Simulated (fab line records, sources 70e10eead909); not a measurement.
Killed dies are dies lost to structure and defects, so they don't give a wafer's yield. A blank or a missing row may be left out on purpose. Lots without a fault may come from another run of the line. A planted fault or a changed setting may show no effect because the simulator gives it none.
fab line records | flow nand_harc
record lots=12 wafers=36 last_day=33
route steps=1302 shown A_STAIRCASE@681 END@1302
lots that met no fault: from a run of the same line without faults
start_h: hours from the record's first day to the start of the lot's first wafer shown | wait_h: hours since the lot's step before | " the same as in the row above | L1.1+2: a row that stands for several wafers | - no value, or no start given | * or withheld: withheld | < > ~ a bound
route shown NAME@n: a module of which the file shows steps, and the number in the route of the first | usual: mean/standard deviation of fault-free wafers | same: alike in all rows | chamber/n: place in a boat | sites: the reading at each site | _std_site: their standard deviation | _edge_site: outer sites' mean less inner sites' | radius_mm: how far each site lies from the wafer's centre | mask NAME#n: copy n | behind: the tool/chamber that last shaped the wafer | hold: why the lot was held/for how many hours/how that ended | device: the transistor (n, p or np) that didn't switch | end of line: the same wafers' tests at the end of the route | a step without rows: its recipe alone | killed: dies lost to structure and defects at the first sort, not the wafer's yield | map: a wafer's dies, x killed, . not, _ none there
set.NAME: the setting as run; set.NAME@STEP: as run at that earlier step | model.NAME: the simulator's own value behind a step, which no gauge read
steps of the route over a sample of lots; a table a step, a row a wafer
services: from which hour (start_h, from the record's first day; less than 0 if before it) a tool's chamber was out of use, for how many hours, and why
## steps
# step NHARC_A_STAIRCASE_TRIM_24
# recipe time_s=211.2 o2_flow_sccm=500 ar_flow_sccm=0 bias_w=0 chemistry=O2
# usual drypump_motor_current_A=5.8/0.44 oes_product_au=1.001/0.01 rf_vpp_V=57.7/0.95 showerhead_plenum_p_Torr=3.52/0.15 throttle_valve_pct=17.035/0.0092
# columns lot.wafer tool chamber start_h wait_h drypump_motor_current_A oes_product_au rf_hours_counter_h rf_vpp_V showerhead_plenum_p_Torr throttle_valve_pct
L610.4 rie_diel-04 2 - - 6.0 1.015 44 55.0 3.27 17.019
L610.6 " 2 " " 6.0 1.003 - 56.6 3.27 17.037
L610.5 " 3 " " 6.4 0.991 - 56.6 3.44 17.051
L611.2 rie_diel-13 3 - - 6.6 0.990 11 56.9 3.32 17.026
L611.1 " 1 " " 5.5 0.996 11 58.7 3.80 17.041
L611.6 " 0 " " 5.9 1.002 - 56.9 3.42 17.031
L612.2 rie_diel-04 0 - - 6.1 0.982 4 57.9 3.65 17.022
L612.4 " 1 " " 4.9 0.988 - 57.1 3.71 17.029
L612.6 " 0 " " 6.1 0.995 - 58.4 3.65 17.052
L613.1 rie_diel-13 3 - - 6.6 1.012 13 56.2 3.32 17.030
L613.4 " 0 " " 5.9 1.003 13 57.6 3.42 17.023
L613.6 " 0 " " 5.9 0.997 - 57.6 3.42 17.036
L616.2 rie_diel-04 1 - - 4.8 0.994 12 59.3 3.70 17.046
L616.5 " 2 " " 6.0 1.017 - 57.5 3.80 17.035
L616.6 " 3 " " 6.3 1.005 - 57.2 3.43 17.035
L617.1 rie_diel-08 2 - - 5.5 1.003 17 58.5 3.52 17.035
L617.6 " 1 " " 5.9 0.998 - 57.2 3.49 17.038
L617.5 " 2 " " 5.4 1.007 - 57.1 3.52 17.027
L619.2 rie_diel-04 3 - - 6.4 1.005 23 57.4 3.42 17.032
L619.3 " 0 " " 6.1 0.991 29 57.4 3.63 17.044
L619.4 " 2 " " 6.0 1.019 24 58.5 3.79 17.040
L622.1 rie_diel-08 1 - - 5.9 1.002 24 57.6 3.48 17.013
L622.5 " 0 " " 5.5 1.005 - 58.7 3.56 17.030
L622.6 " 3 " " 5.5 0.994 - 57.4 3.38 17.045
L628.4 rie_diel-04 1 - - 4.8 0.994 6 58.7 3.68 17.021
L628.6 " 3 " " 6.4 1.002 - 57.3 3.41 17.035
L628.5 " 0 " " 6.1 0.976 - 57.4 3.62 17.051
L629.2 rie_diel-13 0 - - 5.9 1.003 9 57.2 3.39 17.030
L629.3 " 1 " " 5.5 0.987 9 57.8 3.77 17.045
L629.6 " 0 " " 5.9 1.001 - 57.0 3.39 17.053
L630.4 rie_diel-08 2 - - 5.4 1.016 2 57.0 3.51 17.028
L630.1 " 0 " " 5.6 1.015 1 59.8 3.54 17.043
L630.5 " 3 " " 5.5 1.014 - 55.1 3.37 17.036
L633.4 rie_diel-13 3 - - 6.6 0.998 22 58.4 3.29 17.024
L633.2 " 1 " " 5.5 0.998 22 58.0 3.76 17.056
L633.5 " 2 " " 5.9 1.009 - 56.7 3.51 17.021
# step NHARC_A_STAIRCASE_ETCH_188
# recipe target_depth_a=1000 time_s=40.5 ion_energy_ev=400 c4f8_flow_sccm=20 o2_flow_sccm=10 ar_flow_sccm=withheld rf_w=600 bias_w=1000 chemistry=C4F8/O2
# usual oes_product_au=0.940/0.013 rf_vpp_V=897/6
# columns lot.wafer tool chamber start_h wait_h oes_product_au rf_hours_counter_h rf_vpp_V
L610.4 rie_diel-04 3 - - 0.939 55 893
L610.5 " 2 " " 0.952 - 887
L610.6 " 3 " " 0.950 - 893
L611.2 rie_diel-13 1 - - 0.943 11 905
L611.1 " 3 " " 0.952 11 888
L611.6 " 2 " " 0.971 - 895
L612.4 rie_diel-04 2 - - 0.944 2 907
L612.2 " 3 " " 0.951 0 891
L612.6 " 2 " " 0.946 - 906
L613.4 rie_diel-04 1 - - 0.946 8 901
L613.1 " 3 " " 0.959 1 893
L613.6 " 1 " " 0.956 - 902
L616.2 rie_diel-13 3 - - 0.933 24 888
L616.5 " 3 " " 0.942 - 888
L616.6 " 0 " " 0.944 - 892
L617.1 rie_diel-13 3 - - 0.927 31 887
L617.6 " 1 " " 0.936 - 906
L617.5 " 0 " " 0.924 - 890
L619.3 rie_diel-13 3 - - 0.929 42 886
L619.2 " 1 " " 0.928 40 904
L619.4 " 2 " " 0.942 37 898
L622.1 rie_diel-04 0 - - 0.936 31 899
L622.6 " 1 " " 0.947 - 901
L622.5 " 2 " " 0.970 - 905
L628.4 rie_diel-04 3 - - 0.953 6 891
L628.5 " 0 " " 0.925 - 899
L628.6 " 1 " " 0.931 - 900
L629.3 rie_diel-04 0 - - 0.926 8 899
L629.2 " 2 " " 0.972 7 906
L629.6 " 3 " " 0.936 - 890
L630.1 rie_diel-04 0 - - 0.933 9 901
L630.4 " 1 " " 0.938 9 901
L630.5 " 1 " " 0.933 - 902
L633.2 rie_diel-13 2 - - 0.947 25 893
L633.4 " 3 " " 0.933 23 887
L633.5 " 3 " " 0.930 - 888
# step NHARC_A_STAIRCASE_TRIM_191
# recipe time_s=211.2 o2_flow_sccm=500 ar_flow_sccm=0 bias_w=0 chemistry=O2
# usual drypump_motor_current_A=5.8/0.51 oes_product_au=0.999/0.011 rf_vpp_V=58.0/0.86 showerhead_plenum_p_Torr=3.57/0.16 throttle_valve_pct=17.036/0.0096
# columns lot.wafer tool chamber start_h wait_h drypump_motor_current_A oes_product_au rf_hours_counter_h rf_vpp_V showerhead_plenum_p_Torr throttle_valve_pct
L610.4 rie_diel-04 3 350.99 - 6.4 1.018 56 57.4 3.44 17.046
L610.6 " 0 " " 6.1 1.004 - 58.7 3.65 17.038
L610.5 " 1 " " 4.8 0.985 - 56.9 3.71 17.046
L611.2 rie_diel-13 3 377.91 - 6.6 0.992 12 58.3 3.32 17.047
L611.1 " 0 " " 5.9 0.987 11 56.5 3.42 17.042
L611.6 " 0 " " 5.9 0.983 - 57.9 3.42 17.049
L612.2 rie_diel-04 1 378.64 - 4.8 0.979 4 58.6 3.71 17.024
L612.4 " 0 " " 6.1 0.987 4 57.9 3.65 17.034
L612.6 " 2 " " 6.0 1.014 - 58.3 3.81 17.044
L613.4 rie_diel-04 3 392.83 - 6.4 1.005 1 58.1 3.44 17.066
L613.1 " 0 " " 6.1 0.988 8 58.8 3.65 17.022
L613.6 " 2 " " 6.0 1.017 - 57.6 3.81 17.031
L616.2 rie_diel-13 3 418.20 - 6.6 0.996 24 56.7 3.32 17.034
L616.6 " 1 " " 5.5 1.002 - 58.0 3.79 17.043
L616.5 " 2 " " 5.9 1.008 - 57.5 3.54 17.022
L617.1 rie_diel-13 3 434.70 - 6.6 0.994 32 56.2 3.31 17.022
L617.6 " 3 " " 6.6 0.994 - 57.3 3.31 17.021
L617.5 " 0 " " 5.9 0.987 - 58.9 3.41 17.025
L619.4 rie_diel-13 0 466.71 - 5.9 0.997 41 57.8 3.40 17.035
L619.2 " 1 " " 5.5 0.995 40 57.0 3.79 17.026
L619.3 " 2 " " 5.9 1.010 37 57.6 3.53 17.042
L622.1 rie_diel-04 2 470.58 - 6.0 1.010 25 57.9 3.79 17.019
L622.5 " 3 " " 6.4 1.005 - 58.6 3.42 17.054
L622.6 " 0 " " 6.1 0.986 - 58.3 3.63 17.022
L628.4 rie_diel-04 2 553.62 - 6.0 1.012 7 57.5 3.78 17.050
L628.6 " 0 " " 6.1 1.170 - 57.7 3.62 17.031
L628.5 " 1 " " 4.8 1.000 - 57.6 3.68 17.034
L629.3 rie_diel-04 3 555.88 - 6.4 0.998 8 57.1 3.41 17.043
L629.2 " 0 " " 6.1 1.171 8 58.7 3.62 17.051
L629.6 " 3 " " 6.4 0.985 - 57.5 3.41 17.027
L630.1 rie_diel-04 3 562.40 - 6.4 0.997 9 58.2 3.41 17.046
L630.4 " 0 " " 6.1 1.176 9 58.8 3.62 17.040
L630.5 " 2 " " 6.0 1.009 - 59.4 3.78 17.030
L633.2 rie_diel-13 1 591.69 - 5.6 0.992 24 58.1 3.76 17.043
L633.4 " 3 " " 6.6 0.983 - 57.3 3.28 17.041
L633.5 " 1 " " 5.5 1.000 - 59.3 3.76 17.044
# step NHARC_A_STAIRCASE_TRIM_198
# recipe time_s=211.2 o2_flow_sccm=500 ar_flow_sccm=0 bias_w=0 chemistry=O2
# usual drypump_motor_current_A=5.8/0.47 oes_product_au=1.001/0.012 rf_vpp_V=57.8/0.96 showerhead_plenum_p_Torr=3.56/0.14 throttle_valve_pct=17.038/0.0095
# columns lot.wafer tool chamber start_h wait_h drypump_motor_current_A oes_product_au rf_hours_counter_h rf_vpp_V showerhead_plenum_p_Torr throttle_valve_pct
L610.4 rie_diel-08 2 - - 5.5 1.018 44 56.2 3.54 17.051
L610.5 " 2 " " 5.5 1.015 - 58.3 3.54 17.043
L610.6 " 3 " " 5.5 1.005 - 57.2 3.40 17.041
L611.2 rie_diel-13 0 - - 5.9 1.009 12 57.1 3.42 17.041
L611.1 " 1 " " 5.5 1.002 12 57.9 3.80 17.037
L611.6 " 0 " " 5.9 0.996 - 56.6 3.42 17.038
L612.4 rie_diel-04 0 - - 6.1 0.983 5 57.9 3.65 17.024
L612.2 " 3 " " 6.4 1.018 0 57.3 3.44 17.038
L612.6 " 0 " " 6.1 0.991 - 58.1 3.65 17.045
L613.4 rie_diel-04 0 - - 6.1 0.992 8 58.3 3.65 17.053
L613.1 " 2 " " 6.0 1.022 6 58.8 3.80 17.030
L613.6 " 1 " " 4.8 0.994 - 57.6 3.71 17.043
L616.2 rie_diel-04 2 - - 6.0 1.011 12 59.1 3.80 17.049
L616.6 " 1 " " 4.8 0.990 - 58.2 3.70 17.027
L616.5 " 2 " " 6.0 1.012 - 58.5 3.80 17.045
L617.1 rie_diel-08 1 - - 5.9 1.003 13 57.1 3.49 17.040
L617.6 " 3 " " 5.5 1.003 - 56.2 3.39 17.030
L617.5 " 0 " " 5.5 1.004 - 57.6 3.56 17.028
L619.2 rie_diel-13 0 - - 5.9 0.995 41 56.8 3.40 17.019
L619.4 " 1 " " 5.5 0.991 40 56.7 3.78 17.041
L619.3 " 2 " " 5.9 1.003 37 56.7 3.53 17.041
L622.1 rie_diel-04 2 - - 6.0 1.003 26 59.3 3.79 17.039
L622.6 " 2 " " 6.0 1.015 - 58.8 3.79 17.048
L622.5 " 3 " " 6.4 1.005 - 55.5 3.42 17.033
L628.4 rie_diel-04 2 - - 6.0 1.031 7 58.3 3.78 17.023
L628.5 " 1 " " 4.8 0.991 - 58.0 3.68 17.051
L628.6 " 2 " " 6.0 1.022 - 59.7 3.78 17.053
L629.2 rie_diel-08 1 - - 5.9 0.981 1 57.3 3.47 17.025
L629.3 " 2 " " 5.4 1.008 1 56.8 3.51 17.033
L629.6 " 1 " " 5.9 0.988 - 56.9 3.47 17.038
L630.4 rie_diel-08 1 - - 6.0 0.982 2 58.3 3.47 17.029
L630.1 " 2 " " 5.4 1.008 2 57.9 3.51 17.052
L630.5 " 2 " " 5.4 1.008 - 58.7 3.51 17.036
L633.2 rie_diel-04 0 - - 6.1 0.977 18 58.1 3.61 17.033
L633.4 " 1 " " 4.8 0.991 17 56.1 3.67 17.047
L633.5 " 0 " " 6.1 0.977 - 59.8 3.61 17.030
# step NHARC_END_SORT_01
# recipe temp_c=25
# usual killed_at_array=55/20 killed_at_other=1.2/1.3 killed_at_periphery=4.0/3 killed_dies=60/21 killed_open=3.2/1.9 killed_short=2.5/1.6
# same gross_dies=677
# columns lot.wafer tool chamber start_h wait_h hold killed_at_array killed_at_other killed_at_periphery killed_dies killed_open killed_short
L610.4 prober-02 0 566.21 3.4 - 58 2 9 69 4 3
L610.5 prober-02 0 567.01 3.7 - 60 2 10 72 3 0
L610.6 prober-02 0 567.81 4.0 - 63 2 11 76 5 0
L612.2 prober-02 0 578.05 2.8 - 31 0 2 33 3 1
L612.4 prober-02 0 579.64 3.4 - 26 0 6 32 5 2
L612.6 prober-02 0 581.23 4.0 - 22 0 2 24 3 1
L611.1 prober-01 0 583.59 2.5 - 73 0 5 78 3 4
L611.2 prober-01 0 584.39 2.8 - 68 2 3 73 3 2
L611.6 prober-01 0 587.57 4.0 - 57 2 2 61 3 3
L613.1 prober-02 0 588.70 2.5 - 22 0 11 33 5 1
L613.4 prober-02 0 591.14 3.4 - 23 0 4 27 7 5
L613.6 prober-02 0 592.77 4.1 - 19 0 5 24 4 1
L616.2 prober-01 0 623.75 2.8 - 65 0 4 69 2 2
L616.5 prober-01 0 626.15 3.7 - 72 0 0 72 1 1
L616.6 prober-01 0 626.94 4.0 - 70 1 1 72 1 1
L617.1 prober-02 0 630.21 2.5 - 84 1 0 85 5 3
L617.5 prober-02 0 633.46 3.8 - 62 0 4 66 4 2
L617.6 prober-02 0 634.27 4.1 - 75 5 4 84 1 5
L622.1 prober-01 0 684.72 2.5 - 68 0 8 76 4 1
L622.5 prober-01 0 687.89 3.7 - 52 3 6 61 4 1
L622.6 prober-01 0 688.69 4.0 - 65 1 2 68 2 3
L619.2 prober-01 0 693.28 2.8 - 43 1 3 47 3 3
L619.3 prober-01 0 694.07 3.1 - 50 6 2 58 4 0
L619.4 prober-01 0 694.85 3.4 - 70 1 1 72 3 5
L630.1 prober-01 0 753.78 2.5 await_dispo/18.7h/release 53 0 6 59 5 4
L630.4 prober-01 0 756.18 3.4 await_dispo/18.7h/release 646 1 3 650 11 2
L630.5 prober-01 0 756.98 3.7 await_dispo/18.7h/release 44 0 4 48 3 4
L629.2 prober-01 0 763.77 2.8 await_dispo/2.2h/release 664 1 0 665 3 2
L629.3 prober-01 0 764.56 3.1 await_dispo/2.2h/release 58 0 6 64 2 3
L629.6 prober-01 0 766.94 4.0 await_dispo/2.2h/release 64 0 3 67 3 4
L628.4 prober-02 0 767.45 3.4 await_dispo/2.7h/release 43 2 13 58 6 3
L628.5 prober-02 0 768.25 3.7 await_dispo/2.7h/release 49 3 12 64 2 1
L628.6 prober-02 0 769.05 4.0 await_dispo/2.7h/release 622 2 12 636 4 0
L633.2 prober-01 0 789.12 2.8 - 24 2 4 30 2 1
L633.4 prober-01 0 790.70 3.4 - 19 0 4 23 7 1
L633.5 prober-01 0 791.49 3.7 - 19 2 0 21 3 4
# killed by level:class
L610.4 A_CHANNEL_HOLE_D2:chamber_film_flake=29 A_SLIT:chamber_film_flake=17 P_CONTACT:chamber_film_flake=7 A_STAIRCASE:chamber_film_flake=3 P_CONTACT:geometric_particle:open=1 A_CHANNEL_FILL_D1:geometric_particle:open=1 A_DECK1_JOINT:geometric_particle:short=1 A_WL_FILL:geometric_particle:short=1
L610.5 A_CHANNEL_HOLE_D2:chamber_film_flake=26 A_SLIT:chamber_film_flake=23 P_CONTACT:chamber_film_flake=7 A_CHANNEL_HOLE_D1:chamber_film_flake=3 A_DECK1_JOINT:chamber_film_flake=3 THIN_TSV:chamber_film_flake=2 A_STAIRCASE:chamber_film_flake=2 P_GATE:geometric_particle:open=1
L610.6 A_CHANNEL_HOLE_D2:chamber_film_flake=31 A_SLIT:chamber_film_flake=22 P_CONTACT:chamber_film_flake=7 A_STAIRCASE:chamber_film_flake=4 P_M2:chamber_film_flake=3 P_M1:geometric_particle:open=1 A_ONON_D2:geometric_particle:open=1 A_CHANNEL_HOLE_D2:geometric_particle:open=1
L612.2 A_CONTACT:chamber_film_flake=10 A_CHANNEL_HOLE_D2:chamber_film_flake=9 A_STAIRCASE:chamber_film_flake=5 A_DECK1_JOINT:chamber_film_flake=2 P_M0:geometric_particle:open=1 A_ONON_D2:geometric_particle:short=1 A_CHANNEL_FILL_D2:geometric_particle:open=1 A_M0:geometric_particle:open=1
L612.4 A_CONTACT:chamber_film_flake=9 A_CHANNEL_HOLE_D2:chamber_film_flake=8 A_CHANNEL_HOLE_D1:chamber_film_flake=4 P_CONTACT:geometric_particle:open=2 P_M0:geometric_particle:open=2 P_M2:chamber_film_flake=2 A_SOURCE_PLATE:geometric_particle:open=1 A_DECK1_JOINT:geometric_particle:short=1
L612.6 A_CHANNEL_HOLE_D2:chamber_film_flake=9 A_CONTACT:chamber_film_flake=6 A_CONTACT:geometric_particle:open=2 A_DECK1_JOINT:chamber_film_flake=2 P_CONTACT:geometric_particle:open=1 A_BLC:geometric_particle:short=1 P_M2:chamber_film_flake=1 A_CHANNEL_FILL_D1:chamber_film_flake=1
L611.1 A_CHANNEL_HOLE_D2:chamber_film_flake=33 A_SLIT:chamber_film_flake=26 P_M2:chamber_film_flake=3 A_CONTACT:chamber_film_flake=3 A_CHANNEL_HOLE_D1:chamber_film_flake=2 A_ONON_D1:geometric_particle:short=1 A_CHANNEL_FILL_D1:geometric_particle:open=1 A_SGD_CUT:geometric_particle:short=1
L611.2 A_CHANNEL_HOLE_D2:chamber_film_flake=38 A_SLIT:chamber_film_flake=21 A_CHANNEL_HOLE_D1:chamber_film_flake=3 P_GATE:chamber_film_flake=2 THIN_TSV:chamber_film_flake=2 P_STI:geometric_particle:open=1 A_CHANNEL_FILL_D1:geometric_particle:short=1 A_CHANNEL_FILL_D1:geometric_particle:open=1
L611.6 A_CHANNEL_HOLE_D2:chamber_film_flake=31 A_SLIT:chamber_film_flake=20 HYBRID_BOND:chamber_film_flake=2 P_M0:geometric_particle:open=1 A_ONON_D1:geometric_particle:open=1 A_CHANNEL_FILL_D1:geometric_particle:short=1 A_DECK1_JOINT:geometric_particle:open=1 A_ONON_D2:geometric_particle:short=1
L613.1 A_CHANNEL_HOLE_D2:chamber_film_flake=12 P_M1:chamber_film_flake=5 A_CONTACT:chamber_film_flake=3 P_GATE:chamber_film_flake=2 A_CHANNEL_FILL_D2:chamber_film_flake=2 A_WL_FILL:chamber_film_flake=2 P_CONTACT:geometric_particle:short=1 P_CONTACT:geometric_particle:open=1
L613.4 A_CHANNEL_HOLE_D2:chamber_film_flake=7 A_CHANNEL_HOLE_D1:chamber_film_flake=4 A_CHANNEL_FILL_D1:geometric_particle:short=2 P_M1:chamber_film_flake=2 P_CONTACT:geometric_particle:open=1 P_M0:geometric_particle:open=1 A_ONON_D1:geometric_particle:open=1 A_CHANNEL_HOLE_D1:geometric_particle:short=1
L613.6 A_CHANNEL_HOLE_D2:chamber_film_flake=9 A_CONTACT:chamber_film_flake=3 A_DECK1_JOINT:chamber_film_flake=2 P_GATE:geometric_particle:open=1 P_CONTACT:geometric_particle:open=1 A_CHANNEL_FILL_D1:geometric_particle:short=1 A_CHANNEL_HOLE_D2:geometric_particle:open=1 A_CONTACT:geometric_particle:open=1
L616.2 A_CHANNEL_HOLE_D1:chamber_film_flake=29 A_CHANNEL_HOLE_D2:chamber_film_flake=29 A_CONTACT:chamber_film_flake=3 P_ZERO_WELL:chamber_film_flake=2 A_M0:chamber_film_flake=2 P_CONTACT:geometric_particle:open=1 P_M0:geometric_particle:open=1 A_CHANNEL_FILL_D2:geometric_particle:short=1
L616.5 A_CHANNEL_HOLE_D1:chamber_film_flake=35 A_CHANNEL_HOLE_D2:chamber_film_flake=29 A_M0:chamber_film_flake=4 A_ONON_D2:geometric_particle:open=1 A_WL_FILL:geometric_particle:short=1 A_DECK1_JOINT:chamber_film_flake=1 A_M1:chamber_film_flake=1
L616.6 A_CHANNEL_HOLE_D2:chamber_film_flake=34 A_CHANNEL_HOLE_D1:chamber_film_flake=30 A_M0:chamber_film_flake=2 P_M0:geometric_particle:open=1 A_WL_FILL:geometric_particle:short=1 A_SGD_CUT:chamber_film_flake=1 A_SLIT:chamber_film_flake=1 A_WL_FILL:chamber_film_flake=1
L617.1 A_CHANNEL_HOLE_D2:chamber_film_flake=35 A_SLIT:chamber_film_flake=20 A_SGD_CUT:chamber_film_flake=11 A_CHANNEL_HOLE_D1:chamber_film_flake=5 A_CONTACT:chamber_film_flake=4 A_SOURCE_PLATE:geometric_particle:open=1 A_ONON_D1:geometric_particle:open=1 A_CHANNEL_FILL_D2:geometric_particle:open=1
L617.5 A_SLIT:chamber_film_flake=27 A_CHANNEL_HOLE_D2:chamber_film_flake=23 A_SGD_CUT:chamber_film_flake=6 P_M1:chamber_film_flake=2 P_M0:geometric_particle:short=1 A_SOURCE_PLATE:geometric_particle:short=1 A_ONON_D2:geometric_particle:open=1 A_CHANNEL_FILL_D2:geometric_particle:open=1
L617.6 A_CHANNEL_HOLE_D2:chamber_film_flake=31 A_SLIT:chamber_film_flake=27 A_SGD_CUT:chamber_film_flake=6 THIN_TSV:chamber_film_flake=5 P_M1:chamber_film_flake=4 A_ONON_D2:geometric_particle:short=2 A_CHANNEL_FILL_D2:geometric_particle:short=2 A_CHANNEL_HOLE_D1:chamber_film_flake=2
L622.1 A_SLIT:chamber_film_flake=34 A_CHANNEL_HOLE_D2:chamber_film_flake=12 A_CONTACT:chamber_film_flake=9 P_BONDPAD:chamber_film_flake=5 A_CHANNEL_HOLE_D1:chamber_film_flake=3 P_GATE:chamber_film_flake=2 A_WL_FILL:chamber_film_flake=2 A_ONON_D1:geometric_particle:short=1
L622.5 A_SLIT:chamber_film_flake=17 A_CHANNEL_HOLE_D2:chamber_film_flake=12 A_CHANNEL_HOLE_D1:chamber_film_flake=8 A_CONTACT:chamber_film_flake=7 A_STAIRCASE:chamber_film_flake=3 P_GATE:chamber_film_flake=2 P_BONDPAD:chamber_film_flake=2 THIN_TSV:chamber_film_flake=2
L622.6 A_SLIT:chamber_film_flake=31 A_CHANNEL_HOLE_D2:chamber_film_flake=15 A_CHANNEL_HOLE_D1:chamber_film_flake=5 A_STAIRCASE:chamber_film_flake=3 A_WL_FILL:chamber_film_flake=3 A_CONTACT:chamber_film_flake=3 A_ONON_D1:geometric_particle:short=1 A_DECK1_JOINT:geometric_particle:short=1
L619.2 A_SLIT:chamber_film_flake=21 A_CHANNEL_HOLE_D1:chamber_film_flake=6 A_CHANNEL_HOLE_D2:chamber_film_flake=5 A_STAIRCASE:chamber_film_flake=2 A_SLIT:unspecified=2 A_BONDPAD:chamber_film_flake=2 P_CONTACT:geometric_particle:open=1 P_M0:geometric_particle:open=1
L619.3 A_SLIT:chamber_film_flake=24 THIN_TSV:chamber_film_flake=6 A_CHANNEL_HOLE_D1:chamber_film_flake=5 A_STAIRCASE:chamber_film_flake=5 A_CHANNEL_HOLE_D2:chamber_film_flake=4 A_M0:geometric_particle:open=2 A_CHANNEL_FILL_D1:chamber_film_flake=2 A_WL_FILL:chamber_film_flake=2
L619.4 A_SLIT:chamber_film_flake=28 A_CHANNEL_HOLE_D2:chamber_film_flake=14 A_CHANNEL_HOLE_D1:chamber_film_flake=11 A_STAIRCASE:chamber_film_flake=5 A_DECK1_JOINT:geometric_particle:short=2 A_SLIT:unspecified=2 A_BONDPAD:chamber_film_flake=2 P_BONDPAD:geometric_particle:open=1
L630.1 A_CHANNEL_HOLE_D2:chamber_film_flake=26 A_CHANNEL_HOLE_D1:chamber_film_flake=12 A_SLIT:chamber_film_flake=4 P_CONTACT:chamber_film_flake=3 A_ONON_D1:geometric_particle:open=2 A_CONTACT:chamber_film_flake=2 P_GATE:geometric_particle:open=1 P_M1:geometric_particle:short=1
L630.4 A_STAIRCASE:area_trim=601 A_CHANNEL_HOLE_D2:chamber_film_flake=11 A_CHANNEL_HOLE_D1:chamber_film_flake=10 A_SLIT:chamber_film_flake=6 A_CHANNEL_FILL_D1:geometric_particle:open=3 A_CONTACT:chamber_film_flake=3 A_ONON_D2:geometric_particle:open=2 A_WL_FILL:geometric_particle:open=2
L630.5 A_CHANNEL_HOLE_D2:chamber_film_flake=16 A_SLIT:chamber_film_flake=9 A_CHANNEL_HOLE_D1:chamber_film_flake=6 A_CONTACT:chamber_film_flake=5 A_M0:geometric_particle:short=2 P_M2:chamber_film_flake=2 A_ONON_D1:geometric_particle:short=1 A_CHANNEL_FILL_D1:geometric_particle:open=1
L629.2 A_STAIRCASE:area_trim=610 A_SLIT:chamber_film_flake=19 A_CHANNEL_HOLE_D1:chamber_film_flake=14 A_CHANNEL_HOLE_D2:chamber_film_flake=12 A_CONTACT:chamber_film_flake=3 A_DECK1_JOINT:geometric_particle:open=1 A_SGD_CUT:geometric_particle:short=1 A_WL_FILL:geometric_particle:short=1
L629.3 A_SLIT:chamber_film_flake=20 A_CHANNEL_HOLE_D2:chamber_film_flake=19 A_CHANNEL_HOLE_D1:chamber_film_flake=8 A_CONTACT:chamber_film_flake=6 A_STAIRCASE:chamber_film_flake=2 P_GATE:geometric_particle:short=1 P_CONTACT:geometric_particle:open=1 P_CONTACT:geometric_particle:short=1
L629.6 A_CHANNEL_HOLE_D2:chamber_film_flake=27 A_SLIT:chamber_film_flake=21 A_STAIRCASE:chamber_film_flake=4 A_ONON_D2:geometric_particle:short=3 A_CHANNEL_HOLE_D1:chamber_film_flake=3 A_ONON_D2:geometric_particle:open=2 P_M0:geometric_particle:short=1 A_CHANNEL_HOLE_D1:geometric_particle:open=1
L628.4 A_SLIT:chamber_film_flake=18 P_M2:chamber_film_flake=6 A_DECK1_JOINT:chamber_film_flake=4 A_STAIRCASE:chamber_film_flake=4 A_CONTACT:chamber_film_flake=4 P_ZERO_WELL:chamber_film_flake=3 P_GATE:chamber_film_flake=3 A_CHANNEL_HOLE_D1:chamber_film_flake=3
L628.5 A_SLIT:chamber_film_flake=29 A_CHANNEL_HOLE_D1:chamber_film_flake=11 P_M2:chamber_film_flake=5 A_STAIRCASE:chamber_film_flake=4 P_ZERO_WELL:chamber_film_flake=3 P_GATE:chamber_film_flake=3 HYBRID_BOND:chamber_film_flake=3 A_WL_FILL:chamber_film_flake=2
L628.6 A_STAIRCASE:area_trim=578 A_SLIT:chamber_film_flake=19 A_CHANNEL_HOLE_D1:chamber_film_flake=7 A_WL_FILL:chamber_film_flake=6 P_M2:chamber_film_flake=5 A_DECK1_JOINT:chamber_film_flake=4 A_CHANNEL_FILL_D1:geometric_particle:open=2 P_STI:chamber_film_flake=2
L633.2 A_SLIT:chamber_film_flake=13 P_M0:chamber_film_flake=3 A_CHANNEL_HOLE_D2:chamber_film_flake=3 A_M1:chamber_film_flake=3 THIN_TSV:chamber_film_flake=2 P_M0:geometric_particle:open=1 A_DECK1_JOINT:geometric_particle:short=1 A_M0:geometric_particle:open=1
L633.4 A_SLIT:chamber_film_flake=7 A_M1:chamber_film_flake=4 P_M0:geometric_particle:open=2 A_CONTACT:chamber_film_flake=2 P_GATE:geometric_particle:open=1 P_CONTACT:geometric_particle:open=1 A_ONON_D1:geometric_particle:short=1 A_ONON_D1:geometric_particle:open=1
L633.5 A_SLIT:chamber_film_flake=9 THIN_TSV:chamber_film_flake=2 A_ONON_D1:geometric_particle:short=1 A_DECK1_JOINT:geometric_particle:open=1 A_DECK1_JOINT:geometric_particle:short=1 A_ONON_D2:geometric_particle:open=1 A_ONON_D2:geometric_particle:short=1 A_WL_FILL:geometric_particle:short=1
## services
# columns tool chamber start_h hours kind
rie_diel-04 0 335.91 - clean
rie_diel-04 1 335.91 - clean
rie_diel-04 2 335.91 - clean
rie_diel-04 3 335.91 - clean
rie_diel-13 - 342.06 9.0 pm
rie_diel-04 - 356.45 9.0 pm
rie_diel-04 0 356.45 9.0 vent_cycle
rie_diel-04 1 356.45 9.0 vent_cycle
rie_diel-04 2 356.45 9.0 vent_cycle
rie_diel-04 3 356.45 9.0 vent_cycle
rie_diel-04 0 365.45 - clean
rie_diel-04 2 365.45 - clean
rie_diel-04 2 365.45 - consumable_replace:showerhead
rie_diel-04 3 366.72 9.6 repair
rie_diel-08 - 368.13 9.0 pm
rie_diel-04 3 380.24 6.1 repair
rie_diel-04 1 398.20 6.0 repair
rie_diel-08 2 464.98 26.5 repair
rie_diel-13 1 502.11 6.3 repair
rie_diel-13 3 503.17 2.0 repair
rie_diel-13 - 519.06 9.0 pm
rie_diel-04 - 533.45 9.0 pm
rie_diel-08 - 545.13 9.0 pm
rie_diel-13 0 590.19 16.5 repair
## key
first_sign step=NHARC_A_STAIRCASE_TRIM_191 reading=oes_product_au direction=up sigmas=15 usual=0.999 struck=1.172
effect step=NHARC_END_SORT_01 reading=killed_at_array direction=up sigmas=29 usual=55 struck=644
more_kills_born_at NHARC_A_STAIRCASE_TRIM_191@rie_diel-04=1789
met_at NHARC_A_STAIRCASE_TRIM_191
struck_lots L628,L629,L630
struck_wafers L628.6,L629.2,L630.4
later_rows_left_out L628.6,L629.2,L630.4
tester_left_out L628,L629,L630
not_acting_at NHARC_A_STAIRCASE_TRIM_24,NHARC_A_STAIRCASE_ETCH_188,NHARC_A_STAIRCASE_TRIM_198
onset_between 470.58 553.62
fault kind=process_parameter_drift tool=rie_diel-04 chamber=0 onset_h=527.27 steps=NHARC_A_STAIRCASE_TRIM_191 channel=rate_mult offset=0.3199 shape=step end_h=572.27
# tester_left_out: of these lots the tester's yield and bins aren't shown, on N5 and GAA mostly nor the transistor test; their killed dies are dies lost to structure and defects alone, not to doping, threshold or leakage, so they don't give the yield
# later_rows_left_out: the simulator's readings of these wafers behind a module that went badly wrong aren't trusted and aren't shown, but for the sort
